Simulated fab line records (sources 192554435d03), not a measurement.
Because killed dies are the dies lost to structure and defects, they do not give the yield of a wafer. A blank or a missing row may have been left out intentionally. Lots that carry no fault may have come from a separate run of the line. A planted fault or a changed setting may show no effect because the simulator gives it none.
Which tool was responsible? -- flow n5-finfet -- 24 lots, 72 wafers sampled, at 6 steps of a route of 1938

== WHAT THE GAUGES SHOWED, per wafer ==
N5_BEOL_M7_OCD_MEAS_38.
lot,measured,on,trench-depth-nm (nm)
L075,day 9 19:15,ocd-02,91.7 95.9 91.0
L074,day 9 19:18,ocd-01,91.0 95.5 89.2
L076,day 10 11:53,ocd-02,92.7 91.5 93.8
L077,day 10 12:22,ocd-02,89.4 92.4 95.1
L078,day 10 14:16,ocd-02,93.7 89.9 91.6
L081,day 11 04:47,ocd-02,95.5 94.6 90.0
L082,day 11 16:14,ocd-01,91.7 91.2 90.6
L080,day 11 19:58,ocd-02,96.2 91.2 89.3
L079,day 11 20:23,ocd-02,97.3 90.6 96.0
L084,day 11 22:38,ocd-01,90.0 93.2 90.6
L083,day 12 05:06,ocd-02,93.1 89.0 90.2
L086,day 12 12:43,ocd-02,95.3 91.3 95.3
L085,day 12 13:02,ocd-01,93.6 89.0 88.5
L090,day 13 05:04,ocd-02,92.0 89.6 89.3
L087,day 13 05:14,ocd-02,96.7 95.7 89.2
L088,day 13 12:27,ocd-01,90.7 94.6 90.0
L089,day 13 15:40,ocd-02,90.3 96.2 95.9
L092,day 13 20:45,ocd-02,89.2 88.8 91.6
L091,day 13 23:43,ocd-01,88.5 91.4 89.1
L093,day 14 00:17,ocd-01,94.1 90.6 88.9
L094,day 14 19:26,ocd-01,92.3 89.8 92.5
L095,day 15 04:23,ocd-01,95.2 91.5 90.8
L097,day 15 06:53,ocd-02,88.8 89.7 91.7
L096,day 15 09:53,ocd-02,93.1 91.7 91.9

N5_BEOL_M7_THK_MEAS_53: measures by xrf.
lot,measured,on,M7_THK (nm)
L075,day 9 21:59,film-metro-01,80.0 84.5 79.0
L074,day 9 22:56,film-metro-01,78.7 83.4 74.7
L076,day 10 14:58,film-metro-01,81.1 78.6 80.3
L077,day 10 16:55,film-metro-02,79.0 79.0 84.3
L078,day 10 19:18,film-metro-02,82.4 76.4 79.8
L081,day 11 08:37,film-metro-01,82.9 82.8 76.5
L082,day 11 19:07,film-metro-01,76.9 77.0 77.9
L080,day 11 22:17,film-metro-02,84.7 77.8 75.0
L079,day 11 22:50,film-metro-01,83.7 79.6 84.9
L084,day 12 01:08,film-metro-01,77.9 79.0 78.1
L083,day 12 08:58,film-metro-01,79.5 73.2 76.1
L086,day 12 15:38,film-metro-02,82.6 76.1 84.2
L085,day 12 16:55,film-metro-01,82.7 74.1 74.6
L090,day 13 07:31,film-metro-02,79.7 78.0 79.1
L087,day 13 08:20,film-metro-01,84.1 83.7 76.7
L088,day 13 14:51,film-metro-01,80.0 82.5 78.8
L089,day 13 18:55,film-metro-01,77.9 83.3 83.8
L092,day 14 00:50,film-metro-01,78.9 76.1 79.8
L091,day 14 04:11,film-metro-01,77.9 79.6 78.1
L093,day 14 04:30,film-metro-02,83.8 79.3 78.3
L094,day 14 21:56,film-metro-02,82.5 82.0 83.2
L095,day 15 07:20,film-metro-02,82.2 79.0 79.7
L097,day 15 11:01,film-metro-01,77.2 77.3 79.8
L096,day 15 11:59,film-metro-02,79.3 80.6 80.2

N5_BEOL_M8_CD_MEAS_28: the cd target is 40 nm.
lot,measured,on,cd-nm (nm)
L075,day 10 03:50,cd-sem-03,39.79 40.08 40.26
L074,day 10 03:52,cd-sem-03,40.07 39.89 40.53
L076,day 10 22:29,cd-sem-01,39.65 39.94 39.84
L077,day 10 22:26,cd-sem-01,39.85 40.02 39.90
L078,day 11 02:59,cd-sem-01,39.91 40.35 40.32
L081,day 11 11:46,cd-sem-02,40.14 40.16 39.85
L082,day 11 22:12,cd-sem-02,40.11 40.55 40.04
L080,day 12 02:12,cd-sem-02,40.04 40.12 40.20
L079,day 12 03:32,cd-sem-02,39.99 39.96 40.19
L084,day 12 04:14,cd-sem-01,39.79 40.24 39.73
L083,day 12 15:23,cd-sem-01,39.74 39.91 39.87
L086,day 12 18:54,cd-sem-03,39.82 40.03 40.04
L085,day 12 22:25,cd-sem-02,40.06 39.81 40.01
L090,day 13 11:39,cd-sem-02,40.29 40.15 40.25
L087,day 13 11:54,cd-sem-02,40.32 40.23 39.94
L088,day 13 17:50,cd-sem-01,39.56 39.50 40.02
L089,day 13 23:01,cd-sem-03,40.42 40.07 40.03
L092,day 14 06:43,cd-sem-01,39.92 40.11 39.75
L091,day 14 07:23,cd-sem-02,40.06 39.72 40.03
L093,day 14 09:24,cd-sem-01,40.34 39.91 40.04
L094,day 15 00:59,cd-sem-02,40.41 40.11 40.03
L095,day 15 12:51,cd-sem-03,39.94 40.03 39.77
L097,day 15 16:38,cd-sem-01,39.97 40.29 40.10
L096,day 15 16:47,cd-sem-01,39.94 40.02 39.99

== WHAT TOOL EACH LOT RAN ON (gives the tool, then ch and the chambers of the sampled wafers, and finally the start) ==
lot,N5_BEOL_M7_SURFACE_TREAT_79,N5_BEOL_M8_DESCUM_16,N5_BEOL_M8_STRIP_19
L075,"pvd-sputter-02, day 9 20:31","rie-diel-05 ch 1,3, day 10 01:10","rie-diel-02 ch 1,2,3, day 10 01:35"
L074,"pvd-sputter-02, day 9 20:38","rie-diel-01 ch 2,3, day 10 01:32","rie-diel-01 ch 0,1,2, day 10 01:56"
L076,"pvd-sputter-01, day 10 13:46","rie-diel-02 ch 1,3, day 10 18:25","rie-diel-01 ch 0,1,3, day 10 18:48"
L077,"pvd-sputter-01, day 10 13:49","rie-diel-01 ch 0,2, day 10 18:56","rie-diel-02 ch 0,2, day 10 19:20"
L078,"pvd-sputter-01, day 10 15:14","rie-diel-02 ch 1,2, day 10 23:56","rie-diel-05 ch 0,1, day 11 00:19"
L081,"pvd-sputter-02, day 11 05:47","rie-diel-05 ch 0,1, day 11 10:37","rie-diel-05 ch 0,1,3, day 11 11:08"
L082,"pvd-sputter-03, day 11 17:41","rie-diel-05 ch 0,1,3, day 11 20:53","rie-diel-05 ch 0,3, day 11 21:16"
L080,"pvd-sputter-03, day 11 20:59","rie-diel-01 ch 0,2,3, day 12 00:14","rie-diel-01 ch 0,2,3, day 12 00:38"
L079,"pvd-sputter-01, day 11 21:30","rie-diel-01 ch 0,2,3, day 12 02:44","rie-diel-05 ch 1,2,3, day 12 03:10"
L084,"pvd-sputter-01, day 11 23:58","rie-diel-02 ch 0,1, day 12 03:25","rie-diel-05 ch 1,3, day 12 03:52"
L083,"pvd-sputter-02, day 12 07:40","rie-diel-05 ch 0,1,3, day 12 13:37","rie-diel-02 ch 0,1,3, day 12 14:03"
L086,"pvd-sputter-03, day 12 13:52","rie-diel-02 ch 1,3, day 12 17:35","rie-diel-02 ch 2,3, day 12 17:59"
L085,"pvd-sputter-01, day 12 14:16","rie-diel-01 ch 0,2,3, day 12 20:15","rie-diel-02 ch 0,1,2, day 12 20:43"
L090,"pvd-sputter-03, day 13 06:19","rie-diel-01 ch 1,3, day 13 09:49","rie-diel-05 ch 0,2,3, day 13 10:13"
L087,"pvd-sputter-01, day 13 06:26","rie-diel-01 ch 1,2, day 13 10:04","rie-diel-01 ch 2,3, day 13 10:28"
L088,"pvd-sputter-03, day 13 13:30","rie-diel-05 ch 0,2, day 13 17:04","rie-diel-01 ch 1,2,3, day 13 17:28"
L089,"pvd-sputter-03, day 13 17:55","rie-diel-02 ch 1,3, day 13 20:28","rie-diel-02 ch 0,1, day 13 20:53"
L092,"pvd-sputter-01, day 13 23:29","rie-diel-02 ch 1,2,3, day 14 04:43","rie-diel-05 ch 0,2,3, day 14 05:07"
L091,"pvd-sputter-02, day 14 02:16","rie-diel-05 ch 0,2, day 14 05:38","rie-diel-05 ch 0,2,3, day 14 06:01"
L093,"pvd-sputter-01, day 14 02:52","rie-diel-05 ch 1,3, day 14 08:25","rie-diel-05 ch 0,2,3, day 14 08:54"
L094,"pvd-sputter-02, day 14 20:44","rie-diel-01 ch 1,2, day 15 00:00","rie-diel-05 ch 0,1,2, day 15 00:27"
L095,"pvd-sputter-01, day 15 05:28","rie-diel-05 ch 0,3, day 15 10:39","rie-diel-01 ch 0,1, day 15 11:02"
L097,"pvd-sputter-03, day 15 09:57","rie-diel-01 ch 0,1,2, day 15 14:16","rie-diel-05 ch 0,1,3, day 15 14:39"
L096,"pvd-sputter-02, day 15 10:53","rie-diel-01 ch 1,2, day 15 14:30","rie-diel-02 ch 0,1,3, day 15 14:53"
- N5_BEOL_M7_SURFACE_TREAT_79
- N5_BEOL_M8_DESCUM_16: chemistry O2, time 7.9 s.
- N5_BEOL_M8_STRIP_19: strips in O2.

== AS READ BY THE TOOLS THEMSELVES (means over the sampled wafers that have a number; for cases with no such wafer, the mark the record gives instead) ==
N5_BEOL_M8_DESCUM_16.
lot,tool,bias-power-w (W),drypump-motor-current-A (A),o2-flow-sccm (sccm),oes-product-au (a.u.),rf-fwd-power-W (W),rf-vpp-V (V),showerhead-plenum-p-Torr (Torr),temp-c (C),throttle-valve-pct (%)
L075,rie-diel-05,20.00,6.3,226.0,0.70,49.43,241.2,2.01,40.07,20.33
L074,rie-diel-01,20.03,5.0,225.0,0.78,49.21,241.5,2.01,40.07,20.14
L076,rie-diel-02,19.98,6.3,225.1,0.89,49.48,245.0,2.22,40.07,20.19
L077,rie-diel-01,20.03,6.2,225.5,0.71,49.17,243.3,2.05,39.95,20.53
L078,rie-diel-02,20.00,6.2,225.1,0.86,49.52,243.7,2.17,40.10,20.11
L081,rie-diel-05,20.04,6.2,225.2,0.78,49.55,243.0,2.08,39.96,20.19
L082,rie-diel-05,20.11,6.1,224.7,0.87,49.53,244.7,2.15,40.00,20.26
L080,rie-diel-01,20.06,5.6,225.3,0.73,49.25,242.1,2.02,40.01,20.35
L079,rie-diel-01,20.00,5.6,225.1,0.73,49.33,242.6,2.02,39.94,20.35
L084,rie-diel-02,20.02,6.4,225.4,0.82,49.70,244.1,2.18,39.94,20.02
L083,rie-diel-05,20.03,6.1,225.0,0.85,49.45,244.6,2.15,39.98,20.27
L086,rie-diel-02,19.97,6.3,224.6,0.87,49.34,245.6,2.21,40.08,20.20
L085,rie-diel-01,20.08,5.6,224.9,0.74,49.24,242.3,2.02,40.06,20.36
L090,rie-diel-01,19.95,5.8,225.6,0.79,49.26,244.4,2.14,39.98,20.37
L087,rie-diel-01,20.04,5.3,225.3,0.72,49.33,241.9,2.05,39.96,20.53
L088,rie-diel-05,20.01,5.6,224.9,0.84,49.41,244.4,2.15,40.02,20.60
L089,rie-diel-02,19.98,6.2,224.5,0.85,49.49,245.2,2.21,40.01,20.42
L092,rie-diel-02,20.03,6.1,225.4,0.83,49.42,244.8,2.17,39.92,20.36
L091,rie-diel-05,19.94,5.6,224.9,0.83,49.48,243.8,2.14,40.11,20.62
L093,rie-diel-05,20.06,6.4,224.6,0.94,49.51,244.1,2.11,39.99,19.83
L094,rie-diel-01,19.95,5.7,224.7,0.73,49.18,244.1,2.12,39.90,20.55
L095,rie-diel-05,20.04,5.8,225.3,0.87,49.60,244.2,2.17,40.06,20.48
L097,rie-diel-01,19.99,5.9,225.2,0.70,49.41,243.2,2.08,40.03,20.58
L096,rie-diel-01,20.06,5.3,225.2,0.69,49.24,242.9,2.05,39.96,20.56

N5_BEOL_M8_STRIP_19.
lot,tool,drypump-motor-current-A (A),o2-flow-sccm (sccm),oes-product-au (a.u.),rf-vpp-V (V),showerhead-plenum-p-Torr (Torr),temp-c (C),throttle-valve-pct (%)
L075,rie-diel-02,6.1,225.6,0.86,3.9,2.18,39.96,16.53
L074,rie-diel-01,6.0,225.3,0.75,4.1,2.10,40.01,16.74
L076,rie-diel-01,6.0,224.7,0.78,3.7,2.10,39.97,16.59
L077,rie-diel-02,6.1,224.9,0.73,4.0,2.13,40.07,16.48
L078,rie-diel-05,5.9,225.7,0.89,3.8,2.12,39.98,16.55
L081,rie-diel-05,6.1,225.1,0.89,3.0,2.16,40.04,16.46
L082,rie-diel-05,6.0,225.6,0.96,3.8,2.23,40.04,16.47
L080,rie-diel-01,5.6,224.8,0.73,4.3,2.03,39.94,16.61
L079,rie-diel-05,6.1,224.9,0.78,3.4,2.16,40.09,16.56
L084,rie-diel-05,6.4,225.6,0.78,3.7,2.12,40.07,16.36
L083,rie-diel-02,6.3,224.7,0.81,4.0,2.19,39.98,16.49
L086,rie-diel-02,5.7,225.2,0.81,3.6,2.14,39.98,16.69
L085,rie-diel-02,6.1,224.8,0.78,3.9,2.15,39.99,16.46
L090,rie-diel-05,5.8,224.7,0.84,3.9,2.19,40.00,16.67
L087,rie-diel-01,5.0,224.1,0.72,3.5,2.00,40.15,16.63
L088,rie-diel-01,5.4,224.7,0.75,3.4,2.07,40.01,16.63
L089,rie-diel-02,6.4,224.4,0.80,3.8,2.18,39.94,16.34
L092,rie-diel-05,5.8,225.2,0.82,3.2,2.18,39.97,16.70
L091,rie-diel-05,5.8,224.8,0.82,3.9,2.18,39.96,16.68
L093,rie-diel-05,5.8,225.1,0.83,3.6,2.18,40.04,16.71
L094,rie-diel-05,5.8,224.9,0.84,4.1,2.11,39.99,16.54
L095,rie-diel-01,6.6,225.2,0.71,3.4,2.11,39.91,16.83
L097,rie-diel-05,6.1,224.8,0.90,3.7,2.14,39.98,16.37
L096,rie-diel-02,6.3,225.3,0.88,3.7,2.19,39.94,16.36

== THE ANSWER, worked out from the rows above alone ==
Rule: the usual values come from the lots themselves. The widest of any qualifying gaps counts: lots, ordered by their means at a reading, are off when they make up no more than a third of the lots, leave a main group of 4 or more, and stand apart from it by 3 or more times the standard deviation of that group's means. A main group is skipped when, at the precision printed for the reading in the tables above, its means are all equal. A lot without any number at a reading at which 4 lots or more have one is off too. Any other lot the step has rows for is counted as sound. The gauges are gone through in route order, then the tools' own readings, and for those a lot's mean is taken as printed above. At the first step where some lot is off, the reading lying furthest off is the one used; lots without a number count as furthest.
None of the lots is off at any reading shown; this tells nothing.

== WHAT THE SIMULATOR PUT IN ==
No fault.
